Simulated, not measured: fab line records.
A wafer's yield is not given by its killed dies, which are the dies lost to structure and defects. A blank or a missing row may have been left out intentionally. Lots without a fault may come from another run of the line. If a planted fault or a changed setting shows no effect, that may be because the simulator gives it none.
Matching of chambers || flow n5_finfet || N5_FIN_SAQP_STRIP_70 on rie_diel-01: 4 sister chambers
The step strips in N2/H2. 4 wafers are shown with their chamber, then 8 later ones without.

## EACH WAFER AND ITS CHAMBER
{"wafer": "L084.3", "chamber": 3, "showerhead_plenum_p_Torr (Torr)": 3.33}
{"wafer": "L089.4", "chamber": 0, "showerhead_plenum_p_Torr (Torr)": 3.50}
{"wafer": "L089.6", "chamber": 2, "showerhead_plenum_p_Torr (Torr)": 3.43}
{"wafer": "L093.1", "chamber": 1, "showerhead_plenum_p_Torr (Torr)": 3.19}

## WAFERS WITH NO CHAMBER GIVEN
{"wafer": "L093.4", "showerhead_plenum_p_Torr (Torr)": 3.43}
{"wafer": "L093.5", "showerhead_plenum_p_Torr (Torr)": 3.33}
{"wafer": "L094.2", "showerhead_plenum_p_Torr (Torr)": 3.43}
{"wafer": "L094.5", "showerhead_plenum_p_Torr (Torr)": 3.43}
{"wafer": "L094.6", "showerhead_plenum_p_Torr (Torr)": 3.19}
{"wafer": "L095.1", "showerhead_plenum_p_Torr (Torr)": 3.49}
{"wafer": "L095.3", "showerhead_plenum_p_Torr (Torr)": 3.43}
{"wafer": "L095.4", "showerhead_plenum_p_Torr (Torr)": 3.19}

## EACH ONE'S CHAMBER
{"wafer": "L093.4", "from the rows above": 2, "in truth": 2}
{"wafer": "L093.5", "from the rows above": 3, "in truth": 3}
{"wafer": "L094.2", "from the rows above": 2, "in truth": 2}
{"wafer": "L094.5", "from the rows above": 2, "in truth": 2}
{"wafer": "L094.6", "from the rows above": 1, "in truth": 1}
{"wafer": "L095.1", "from the rows above": 0, "in truth": 0}
{"wafer": "L095.3", "from the rows above": 2, "in truth": 2}
{"wafer": "L095.4", "from the rows above": 1, "in truth": 1}
Correct placement for 8 of the 8. Left unplaced by these rows: 0. Number placed wrongly: 0.
How it was worked out, from the rows above alone: a wafer's distance from a chamber is the root of the sum, over the readings, of the square of ((its reading less the chamber's mean) divided by the reading's scatter). The wafer belongs to the nearest chamber; if the next one is less than 2 further off, it can't be placed. For every chamber, the mean is computed from those of its wafers that are shown. The scatter: with one shown wafer a chamber, the root of the mean of the squares of how far each hidden wafer lies from its nearest shown one.
